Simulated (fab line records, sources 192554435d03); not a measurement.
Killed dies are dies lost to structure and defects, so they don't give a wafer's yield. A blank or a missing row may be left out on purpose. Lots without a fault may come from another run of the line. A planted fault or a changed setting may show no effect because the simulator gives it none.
fab line records | flow n5_finfet
record lots=11 wafers=33 last_day=17
route steps=1938 shown BEOL_M11@1573 PASSIVATION@1936
lots that met no fault: from a run of the same line without faults
start_h: hours from the record's first day to the start of the lot's first wafer shown | wait_h: hours since the lot's step before | " the same as in the row above | L1.1+2: a row that stands for several wafers | - no value, or no start given | * or withheld: withheld | < > ~ a bound
route shown NAME@n: a module of which the file shows steps, and the number in the route of the first | usual: mean/standard deviation of fault-free wafers | same: alike in all rows | chamber/n: place in a boat | sites: the reading at each site | _std_site: their standard deviation | _edge_site: outer sites' mean less inner sites' | radius_mm: how far each site lies from the wafer's centre | mask NAME#n: copy n | behind: the tool/chamber that last shaped the wafer | hold: why the lot was held/for how many hours/how that ended | device: the transistor (n, p or np) that didn't switch | end of line: the same wafers' tests at the end of the route | a step without rows: its recipe alone | killed: dies lost to structure and defects at the first sort, not the wafer's yield | map: a wafer's dies, x killed, . not, _ none there
set.NAME: the setting as run; set.NAME@STEP: as run at that earlier step | model.NAME: the simulator's own value behind a step, which no gauge read
steps of the route over a sample of lots; a table a step, a row a wafer
services: from which hour (start_h, from the record's first day; less than 0 if before it) a tool's chamber was out of use, for how many hours, and why
## steps
# step N5_BEOL_M11_ETCH_66
# recipe chemistry=N2/H2 target=SOC target_depth_a=1200 overetch_a=240 mask_material=SiARC temp_c=40 time_s=180 ion_energy_ev=200 pressure_mtorr=30 source_w=840 bias_w=150 n2_flow_sccm=200 h2_flow_sccm=200
# usual drypump_motor_current_A=6.0/0.37 oes_product_au=0.61/0.064 rf_vpp_V=524.6/2.2 showerhead_plenum_p_Torr=2.56/0.081 throttle_valve_pct=17.9/0.31
# same time_s=180
# columns lot.wafer tool chamber start_h wait_h drypump_motor_current_A oes_product_au rf_hours_counter_h rf_vpp_V showerhead_plenum_p_Torr throttle_valve_pct
L850.1 rie_diel-02 1 229.77 0.0 5.7 0.57 206 520.8 2.41 18.1
L850.3 " 3 " " 5.8 0.55 225 523.0 2.50 18.4
L850.5 " 3 " " 5.8 0.55 - 525.2 2.50 18.4
L849.1 rie_diel-03 2 237.25 0.0 6.4 0.58 181 523.1 2.51 17.7
L849.3 " 0 " " 6.1 0.60 175 526.1 2.63 17.6
L849.5 " 3 " " 6.6 0.71 - 526.9 2.69 17.6
L848.2 rie_diel-02 1 238.76 0.0 5.7 0.57 210 520.8 2.41 18.1
L848.3 " 2 " " 6.0 0.59 196 524.9 2.64 18.1
L848.5 " 2 " " 6.0 0.59 - 526.6 2.64 18.2
L863.4 rie_diel-03 3 307.72 0.0 6.6 0.69 72 527.0 2.68 17.6
L863.5 " 2 " " 6.4 0.57 - 524.5 2.50 17.7
L863.6 " 1 " " 5.7 0.57 - 524.3 2.51 18.2
L864.1 rie_diel-02 0 313.69 0.0 5.9 0.71 28 524.7 2.61 17.7
L864.2 " 3 " " 5.8 0.53 250 520.8 2.49 18.4
L864.5 " 3 " " 5.7 0.54 - 523.0 2.49 18.5
L865.2 rie_diel-03 3 321.76 0.0 6.6 0.69 77 527.0 2.67 17.6
L865.3 " 1 " " 5.7 0.57 211 523.4 2.51 18.2
L865.4 " 2 " " 6.4 0.56 206 522.2 2.50 17.7
L867.2 rie_diel-02 2 342.43 0.0 6.0 0.57 232 526.6 2.62 18.2
L867.4 " 2 " " 6.0 0.57 - 525.5 2.62 18.2
L867.5 " 0 " " 5.9 0.70 - 523.9 2.61 17.7
L866.2 rie_diel-03 0 344.62 0.0 6.1 0.58 211 525.6 2.61 17.6
L866.5 " 1 " " 5.7 0.57 - 523.6 2.50 18.2
L866.6 " 0 " " 6.1 0.58 - 524.5 2.61 17.6
L869.1 rie_diel-03 2 351.95 0.0 6.4 0.56 216 522.3 2.50 17.7
L869.3 " 0 " " 6.1 0.58 213 526.8 2.61 17.6
L869.4 " 3 " " 6.6 0.67 86 527.1 2.67 17.7
L868.1 rie_diel-02 2 352.40 0.0 6.0 0.56 235 525.8 2.62 18.2
L868.4 " 0 " " 6.0 0.68 43 525.9 2.61 17.7
L868.6 " 0 " " 6.0 0.69 - 526.0 2.60 17.7
L870.1 rie_diel-01 0 358.56 0.0 5.1 0.56 237 525.7 2.61 17.9
L870.3 " 1 " " 5.6 0.69 52 522.4 2.48 17.5
L870.4 " 2 " " 5.4 0.64 125 524.8 2.57 18.4
# step N5_BEOL_M11_CURE_72
# recipe temp_c=370 time_s=120 ambient=DMADMS/He material=SiCOH_lowk
# usual lamp_power_pct=52.31/0.055 wafer_temp_C_max=372.2/0.64
# same time_s=120
# columns lot.wafer tool chamber start_h wait_h lamp_power_pct wafer_temp_C_max
L850.1 uv_cure-02 1 230.41 0.0 52.33 371.9
L850.3 " 1 " " 52.30 371.8
L850.5 " 1 " " 52.32 371.4
L849.1 uv_cure-03 0 237.85 0.0 52.30 372.0
L849.3 " 0 " " 52.22 371.7
L849.5 " 0 " " 52.33 371.6
L848.2 uv_cure-01 2 239.41 0.1 52.28 371.7
L848.3 " 2 " " 52.33 373.3
L848.5 " 2 " " 52.40 371.9
L863.4 uv_cure-02 0 308.47 0.2 52.34 371.6
L863.5 " 0 " " 52.28 372.0
L863.6 " 0 " " 52.36 371.7
L864.1 uv_cure-02 1 314.29 0.0 52.34 371.7
L864.2 " 1 " " 52.28 372.3
L864.5 " 1 " " 52.32 372.2
L865.2 uv_cure-02 2 322.42 0.1 52.26 373.2
L865.3 " 2 " " 52.31 373.0
L865.4 " 2 " " 52.29 373.6
L867.2 uv_cure-02 0 343.08 0.1 52.42 371.2
L867.4 " 0 " " 52.28 371.1
L867.5 " 0 " " 52.21 371.5
L866.2 uv_cure-01 2 345.27 0.1 52.36 371.7
L866.5 " 2 " " 52.19 371.9
L866.6 " 2 " " 52.25 371.5
L869.1 uv_cure-01 2 352.55 0.0 52.22 373.1
L869.3 " 2 " " 52.34 372.1
L869.4 " 2 " " 52.31 371.9
L868.1 uv_cure-01 1 353.01 0.0 52.26 371.5
L868.4 " 1 " " 52.32 371.7
L868.6 " 1 " " 52.28 371.8
L870.1 uv_cure-03 2 359.17 0.0 52.37 373.7
L870.3 " 2 " " 52.46 373.3
L870.4 " 2 " " 52.32 372.9
# step N5_BEOL_M11_PRE_CLEAN_45
# recipe gas=H2/He time_s=30 temp_c=250
# usual heater_power_w=342/56
# same time_s=30
# columns lot.wafer tool chamber start_h wait_h heater_power_w
L850.1 pvd_sputter-01 - 230.95 0.0 324
L850.3 " - " " 378
L850.5 " - " " 321
L849.1 pvd_sputter-03 - 238.86 0.0 423
L849.3 " - " " 344
L849.5 " - " " 334
L848.2 pvd_sputter-03 - 241.44 0.0 272
L848.3 " - " " 346
L848.5 " - " " 353
L863.4 pvd_sputter-02 - 308.91 0.0 321
L863.5 " - " " 428
L863.6 " - " " 320
L864.1 pvd_sputter-01 - 314.68 0.0 332
L864.2 " - " " 322
L864.5 " - " " 376
L865.2 pvd_sputter-02 - 324.99 0.0 378
L865.3 " - " " 236
L865.4 " - " " 418
L867.2 pvd_sputter-03 - 345.42 0.0 418
L867.4 " - " " 341
L867.5 " - " " 352
L866.2 pvd_sputter-02 - 345.99 0.0 375
L866.5 " - " " 235
L866.6 " - " " 327
L869.1 pvd_sputter-02 - 352.92 0.0 233
L869.3 " - " " 325
L869.4 " - " " 424
L868.1 pvd_sputter-02 - 355.24 0.0 321
L868.4 " - " " 386
L868.6 " - " " 246
L870.1 pvd_sputter-01 - 360.09 0.0 332
L870.3 " - " " 327
L870.4 " - " " 379
# step N5_BEOL_M11_CMP_52
# recipe stop_on=SiCOH_lowk t_overpolish_s=7 down_force_psi=1 platen_rpm=50 clearing_platen_down_force_psi=1.5 clearing_platen_rpm=50 post_cmp_clean=cu_alkaline target_thk_nm=140 clearing_platen_pad_velocity_m_s=0.99484 pad_velocity_m_s=0.99484
# usual barrier_field_endpoint_s=29.0/1 motor_current_A=6.0/0.58 overpolish_run_s=7.000/0.009 pad_life_wafers=869/680 time_to_endpoint_s=66/5
# columns lot.wafer tool chamber start_h wait_h barrier_field_endpoint_s motor_current_A overpolish_run_s pad_life_wafers time_to_endpoint_s
L850.3 cmp-04 3 232.34 0.2 29.9 6.2 6.996 1710 73
L850.1 " 0 " " 28.6 5.2 6.992 1711 64
L850.5 " 3 " " 30.2 6.6 7.002 - 69
L849.3 cmp-04 0 242.12 0.2 29.2 4.9 7.000 1783 67
L849.1 " 2 " " 28.7 6.8 7.011 1785 64
L849.5 " 0 " " 28.5 5.3 7.000 - 64
L848.3 cmp-04 1 242.92 0.2 29.0 7.1 7.003 1790 65
L848.2 " 2 " " 16.1 6.5 7.000 1791 36
L848.5 " 0 " " 16.0 5.3 7.001 - 34
L863.4 cmp-02 1 311.69 0.2 31.5 5.8 7.005 410 75
L863.6 " 3 " " 28.4 5.7 6.993 - 60
L863.5 " 0 " " 28.2 5.4 6.991 - 59
L864.2 cmp-01 1 315.83 0.3 31.2 6.7 7.011 1062 75
L864.1 " 2 " " 28.8 4.9 6.990 1063 60
L864.5 " 2 " " 27.4 5.0 6.995 - 56
L865.3 cmp-02 3 326.72 0.2 28.1 6.1 6.988 504 56
L865.4 " 1 " " 31.1 5.7 7.005 506 77
L865.2 " 2 " " 29.8 5.3 6.986 507 68
L867.2 cmp-01 0 346.61 0.3 28.7 5.9 7.005 1339 61
L867.4 " 2 " " 27.5 4.9 7.005 1341 56
L867.5 " 0 " " 29.0 6.0 7.001 - 62
L866.2 cmp-02 0 347.15 0.3 28.2 5.4 6.985 668 63
L866.5 " 2 " " 29.6 5.6 7.004 - 72
L866.6 " 3 " " 28.4 5.7 7.008 - 61
L869.3 cmp-02 0 355.80 0.2 28.2 5.3 6.994 733 62
L869.1 " 1 " " 31.0 6.3 7.007 734 74
L869.4 " 2 " " 29.8 5.5 7.007 735 69
L868.4 cmp-04 0 358.00 0.2 28.9 5.3 7.003 626 64
L868.1 " 1 " " 28.6 6.6 7.012 627 64
L868.6 " 2 " " 28.3 6.6 7.004 - 63
L870.1 cmp-01 0 361.21 0.3 28.9 5.8 7.000 1458 66
L870.4 " 1 " " 30.1 6.5 7.005 1459 77
L870.3 " 3 " " 28.2 5.7 7.012 1461 63
# step N5_PASSIVATION_PROBE_49
# usual defect_limited_yield=91.4/1.5 killed_at_M0_to_M3=36/11 killed_at_M4_up=14/6 killed_at_contacts=11/6 killed_at_front_end=37/11 killed_at_other=4/3.4 killed_dies=102/18 killed_open=66/13 killed_short=34/7.8 sort_bin_5_function=5.0/0.97 sort_bin_6_memory=3.2/0.7 sort_bin_8_speed=0.0/0.38 sort_n_pass=1078/19 sort_yield_pct=91.3/1.6
# same gross_dies=1180 killed_at_back_side=0 sort_bin_4_leakage[%]=0
# columns lot.wafer tool chamber start_h wait_h defect_limited_yield[%] killed_at_M0_to_M3 killed_at_M4_up killed_at_contacts killed_at_front_end killed_at_other killed_dies killed_open killed_short sort_bin_5_function[%] sort_bin_6_memory[%] sort_bin_8_speed[%] sort_n_pass sort_yield_pct[%]
L868.1 prober-02 - 397.03 0.0 91.8 14 18 6 44 15 97 65 32 5.2 3.1 0 1083 91.8
L868.4 prober-02 - 397.18 0.2 90.9 47 8 12 34 6 107 74 28 4.8 3.9 0 1073 90.9
L868.6 prober-02 - 397.28 0.3 92.8 30 10 9 29 7 85 65 19 4.2 2.7 0 1095 92.8
# killed by level:class
L868.1 STI_FIN_REVEAL:geometric_particle:open=11 BEOL_M4:geometric_particle:open=7 FIN_SAQP:geometric_particle:open=6 DUMMY_GATE:geometric_particle:open=6 MOL_CONTACT_COAG:geometric_particle:open=6 PASS1_CAP:geometric_particle:open=6 STI_FIN_REVEAL:geometric_particle:short=5 BEOL_M0:geometric_particle:open=4
L868.4 BEOL_M0_SAQP:geometric_particle:short=12 MOL_CONTACT_COAG:geometric_particle:open=11 BEOL_M0_SAQP:geometric_particle:open=10 BEOL_M2:geometric_particle:open=9 FIN_SAQP:geometric_particle:open=8 BEOL_M3:geometric_particle:open=7 DUMMY_GATE:geometric_particle:open=6 FIN_SAQP:geometric_particle:short=3
L868.6 STI_FIN_REVEAL:geometric_particle:open=10 BEOL_M1:geometric_particle:open=8 MOL_CONTACT_COAG:geometric_particle:open=7 BEOL_M2:geometric_particle:open=7 BEOL_M3:geometric_particle:open=6 DUMMY_GATE:geometric_particle:open=5 BEOL_M0_SAQP:geometric_particle:open=5 BEOL_M4:geometric_particle:open=5
## services
# columns tool chamber start_h hours kind
rie_diel-01 3 213.02 48.6 repair
cmp-01 - 213.32 1.2 repair
rie_diel-03 0 216.61 2.9 repair
uv_cure-02 - 240.52 1.9 repair
cmp-04 - 244.19 3.7 pm
cmp-02 - 244.28 4.8 pm
cmp-02 - 256.68 4.0 pm
cmp-04 - 275.10 4.0 pm
uv_cure-01 - 282.81 2.1 pm
rie_diel-03 - 283.25 0.1 repair
uv_cure-03 - 286.17 2.1 pm
cmp-02 - 292.57 1.2 repair
uv_cure-02 - 296.72 1.0 pm
rie_diel-03 1 299.40 1.6 repair
cmp-01 - 303.99 0.9 repair
cmp-01 - 305.30 2.1 repair
cmp-04 - 306.94 3.3 pm
rie_diel-02 1 311.81 7.9 repair
rie_diel-02 3 314.33 6.4 repair
rie_diel-02 3 320.94 - clean
pvd_sputter-02 - 321.23 1.2 repair
pvd_sputter-01 - 330.79 2.4 repair
rie_diel-01 2 344.05 3.6 repair
rie_diel-02 3 358.48 9.0 repair
## key
first_sign step=N5_BEOL_M11_CMP_52 reading=barrier_field_endpoint_s direction=down sigmas=12 usual=29.0 struck=16.0
effect step=N5_BEOL_M11_CMP_52 reading=time_to_endpoint_s direction=down sigmas=6.2 usual=* struck=*
met_at N5_BEOL_M11_CMP_52
struck_lots L848
struck_wafers L848.2,L848.5
not_acting_at N5_BEOL_M11_ETCH_66,N5_BEOL_M11_CURE_72,N5_BEOL_M11_PRE_CLEAN_45
onset_between 242.12 242.92
fault kind=process_parameter_drift tool=cmp-04 chamber=- onset_h=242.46 steps=N5_BEOL_M11_CMP_52 channel=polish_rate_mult offset=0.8 shape=step end_h=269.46 scope=struck_wafers_only
